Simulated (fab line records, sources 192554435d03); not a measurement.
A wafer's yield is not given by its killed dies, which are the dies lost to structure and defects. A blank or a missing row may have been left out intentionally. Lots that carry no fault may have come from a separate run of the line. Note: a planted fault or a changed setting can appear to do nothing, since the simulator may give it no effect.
Split-lot study | flow n5 finfet | 7 lots, 21 wafers read, on a route of 1938 steps

ABOUT THE SPLIT
At N5_BEOL_M3_COAT_67 (time 60 s, resist thk 60 nm), the setting spin rpm was moved away from the recipe's 1500 rpm on 8 of the 21 wafers read, by -7.9% to +5.0%. The other wafers ran this setting at the recipe's value.

The reading comes from the split's own step.

THE READING
SOC_of_BEOL_M3_COAT_67.thk nm (the simulator's own value, which no gauge read), in nm, at N5_BEOL_M3_COAT_67 (time 60 s, resist thk 60 nm). The file does not state a usual value for it. Here, 13 wafers ran the recipe; their average is 60.0 nm with a standard deviation of 0.15 nm.

wafer  | tool, chamber at the split | spin rpm as run, rpm | against the recipe | SOC_of_BEOL_M3_COAT_67.thk nm, nm | against lot-mates on the recipe
L076.1 | litho track-03, 0          | 1419                 | -5.4%              | 61.4                              | +1.6
L076.2 | litho track-03, 0          | 1500                 | recipe             | 59.8                              | -
L076.5 | litho track-03, 0          | 1419                 | -5.4%              | 61.6                              | +1.8
L080.3 | litho track-02, 0          | 1575                 | +5.0%              | 58.4                              | -1.4
L080.5 | litho track-02, 0          | 1575                 | +5.0%              | 58.2                              | -1.6
L080.6 | litho track-02, 0          | 1500                 | recipe             | 59.8                              | -
L088.2 | litho track-02, 0          | 1500                 | recipe             | 60                                | -
L088.5 | litho track-02, 0          | 1500                 | recipe             | 60                                | -
L088.6 | litho track-02, 0          | 1500                 | recipe             | 60                                | -
L089.2 | litho track-05, 0          | 1500                 | recipe             | 60.2                              | -
L089.6 | litho track-05, 0          | 1500                 | recipe             | 60.2                              | -
L089.5 | litho track-05, 0          | 1500                 | recipe             | 60                                | -
L092.1 | litho track-02, 0          | 1500                 | recipe             | 59.8                              | -
L092.4 | litho track-02, 0          | 1500                 | recipe             | 59.8                              | -
L092.3 | litho track-02, 0          | 1544                 | +2.9%              | 59.2                              | -0.6
L095.1 | litho track-03, 0          | 1500                 | recipe             | 60                                | -
L095.4 | litho track-03, 0          | 1500                 | recipe             | 60                                | -
L095.6 | litho track-03, 0          | 1381                 | -7.9%              | 62.6                              | +2.6
L097.2 | litho track-03, 0          | 1553                 | +3.5%              | 59.2                              | -1.0
L097.3 | litho track-03, 0          | 1553                 | +3.5%              | 59.4                              | -0.8
L097.6 | litho track-03, 0          | 1500                 | recipe             | 60.2                              | -

THE FIT
A straight line over all 21 wafers: SOC_of_BEOL_M3_COAT_67.thk nm changes by -0.298 nm for each +1% of spin rpm; r = -0.98; the points scatter about the line by 0.2 nm.
The same after taking each lot's own level away (the mean of its wafers on the recipe; 21 wafers): -0.303 nm for each +1%; r = -0.99; scatter 0.11 nm.
That fit puts the effect of the largest move of spin rpm on the reading at 2.4 nm.
The span of the lots' own levels, 59.80 to 60.20 nm, comes to 2.7 times the standard deviation stated above.
Consequently the slope shifts little with the lot-to-lot level, the two slopes agreeing.
Check: +2.37 nm against its lot-mates is what the line predicts for one of the wafers moved furthest among these (-7.9%) when that wafer is left out of the fit. It came out at +2.6 nm against them.

OTHER SPLITS APPLIED TO THESE WAFERS
Note: prior to the reading, these wafers also went through further splits. Each is held against what the fit with the lots' levels taken away leaves over:
other split on the same wafers        | wafers away from the commonest value | r with SOC_of_BEOL_M3_COAT_67.thk nm (lot level and that fit taken away)
N5_BEOL_M0_SAQP_EXPOSE_37 dose mj     | 8                                    | +0.01
N5_BEOL_M0_SAQP_ETCH_73 cf4 flow sccm | 7                                    | -0.08
N5_BEOL_M1_COAT_05 spin rpm           | 6                                    | +0.00
N5_BEOL_M1_ETCH_64 source w           | 7                                    | +0.07
N5_BEOL_M1_COAT_22 spin rpm           | 9                                    | +0.25
N5_BEOL_M2_ETCH_64 time s             | 9                                    | +0.08
N5_BEOL_M2_COAT_22 spin rpm           | 6                                    | +0.11

FILE'S OWN FIT
SOC_of_BEOL_M3_COAT_67.thk nm changes by -0.306 nm for each +1% of spin rpm, r = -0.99.
